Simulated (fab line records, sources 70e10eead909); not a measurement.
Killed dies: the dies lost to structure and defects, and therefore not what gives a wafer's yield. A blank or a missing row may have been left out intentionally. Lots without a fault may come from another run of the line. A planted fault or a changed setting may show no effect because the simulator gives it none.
A lot that was struck, set against a sound lot -- flow nandHarc -- 15 steps out of a route of 1302
Sound: the wafers L366.1, L366.3, L366.6. Struck: wafers L372.1, L372.5, L372.6. The cause is named last.
Per side, at each step with rows, come the tool, then ch with its chambers, and then its first start. Under that, the readings that differ: sound wafers -- struck wafers -- difference of the means -- sigmas: that difference in standard deviations of wafers without a fault.
alike: readings whose means differ by less than 2 such deviations, and words and numbers that are the same on both sides. not compared: withheld readings, readings that some wafer has no value for, bounds like >300 that may hide the same value, and numbers for which the record gives no deviation and whose values overlap.
A row with sigmas, a row that says differs or no value, or rows on one side alone: a step with any of these is where the two part. Numbers that have no deviation but don't overlap get no sigmas and don't part them. Lack of a reading on every wafer of one side parts them only where that side has two or more wafers.

first, 1 step without rows for these wafers: NHARC_P_ZERO_WELL_HARDBAKE_25 (time 80 s).
NHARC_P_ZERO_WELL_DESCUM_26: chemistry O2, time 3 s.
  sound on rieDiel-08 ch 0,1,3, day 1 18:43; struck on rieDiel-08 ch 0,1,2, day 4 06:54
  alike: drypumpMotorCurrentA, oesProductAu, rfVppV, showerheadPlenumPTorr, throttleValvePct
  not compared: rfHoursCounterH
then, 10 steps without rows for these wafers: NHARC_P_ZERO_WELL_IMPLANT_27; NHARC_P_ZERO_WELL_IMPLANT_57; NHARC_P_ZERO_WELL_IMPLANT_58; NHARC_P_ZERO_WELL_STRIP_28 (strips in SPM, time 840 s); NHARC_P_ZERO_WELL_DEHYDRATE_29 (time 120 s); NHARC_P_ZERO_WELL_HMDS_30 (time 30 s); NHARC_P_ZERO_WELL_COAT_31; NHARC_P_ZERO_WELL_SOFTBAKE_32 (time 95 s); NHARC_P_ZERO_WELL_EBR_33; NHARC_P_ZERO_WELL_EXPOSE_34 (exposes mask P PWELL, target cd 720 nm).
NHARC_P_ZERO_WELL_PEB_35: peb time 85 s.
  sound on lithoTrack-07 ch 0, day 1 20:05; struck on lithoTrack-07 ch 0, day 4 08:19
reading,sound,struck,difference,sigmas
heaterPowerTotalW (W),164.23 164.36 164.41,159.90 160.39 159.91,-4.27,-15
plateTempC (C),118.00 117.98 117.91,115.78 115.74 115.77,-2.20,-16
then, 2 steps without rows for these wafers: NHARC_P_ZERO_WELL_DEVELOP_36 (time 70 s); NHARC_END_SORT_01.

WHERE THEY PART
Only at NHARC_P_ZERO_WELL_PEB_35, within this record.

WHY: whatever the simulator had introduced
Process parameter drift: lithoTrack-07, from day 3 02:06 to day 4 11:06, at NHARC_P_ZERO_WELL_PEB_35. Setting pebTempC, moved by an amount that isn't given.
